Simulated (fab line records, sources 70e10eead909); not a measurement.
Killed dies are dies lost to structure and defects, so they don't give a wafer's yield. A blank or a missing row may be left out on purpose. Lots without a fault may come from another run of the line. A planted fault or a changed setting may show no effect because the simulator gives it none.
Chamber matching | flow nand_harc | NHARC_P_CONTACT_DEP_30 on pecvd-01: 3 sister chambers
The step deposits SiNx, target thk 30 nm. 14 wafers are shown with their chamber, then 7 later ones without.

WAFERS WITH THEIR CHAMBER
wafer  | chamber | heater_power_outer_w (W) | heater_power_w (W)
L075.3 | 0       | 420                      | 753
L075.4 | 2       | 379                      | 709
L075.5 | 0       | 423                      | 728
L079.2 | 2       | 350                      | 654
L079.5 | 2       | 350                      | 661
L079.6 | 0       | 351                      | 643
L081.1 | 0       | 434                      | 745
L081.4 | 1       | 444                      | 744
L081.5 | 0       | 444                      | 767
L084.2 | 1       | 459                      | 784
L084.4 | 2       | 390                      | 689
L084.5 | 1       | 460                      | 762
L087.1 | 0       | 360                      | 660
L087.2 | 2       | 374                      | 690

SIGNATURES (means of the wafers above)
reading              | chamber 0 | chamber 1 | chamber 2 | scatter within a chamber
heater_power_outer_w | 405.33    | 454.33    | 368.60    | 29.1
heater_power_w       | 716.00    | 763.33    | 680.60    | 38.5
Rule: a wafer's distance from a chamber is the root of the sum, over the readings, of the square of ((its reading less the chamber's mean) divided by the reading's scatter). The wafer belongs to the nearest chamber; if the next one is less than 2 further off, it can't be placed. The scatter: the root of (the sum of the squares of (reading less its chamber's mean) over the shown wafers, divided by (wafers less chambers)).

WAFERS WITHOUT THEIR CHAMBER
wafer  | heater_power_outer_w (W) | heater_power_w (W)
L087.4 | 361                      | 679
L093.1 | 457                      | 767
L093.2 | 429                      | 724
L093.6 | 443                      | 722
L096.2 | 427                      | 718
L096.3 | 385                      | 696
L096.4 | 427                      | 728

WHICH CHAMBER EACH WENT THROUGH
wafer  | from the rows above          | in truth
L087.4 | can't be placed: 2 or 0      | 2
L093.1 | 1                            | 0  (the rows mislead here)
L093.2 | can't be placed: 0 or 1 or 2 | 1
L093.6 | can't be placed: 1 or 0 or 2 | 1
L096.2 | can't be placed: 0 or 1 or 2 | 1
L096.3 | can't be placed: 2 or 0      | 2
L096.4 | can't be placed: 0 or 1 or 2 | 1
Placed correctly: 0 of 7. Can't be placed from these rows: 6 (the true chamber is among the candidates in 6). Placed wrongly: 1.
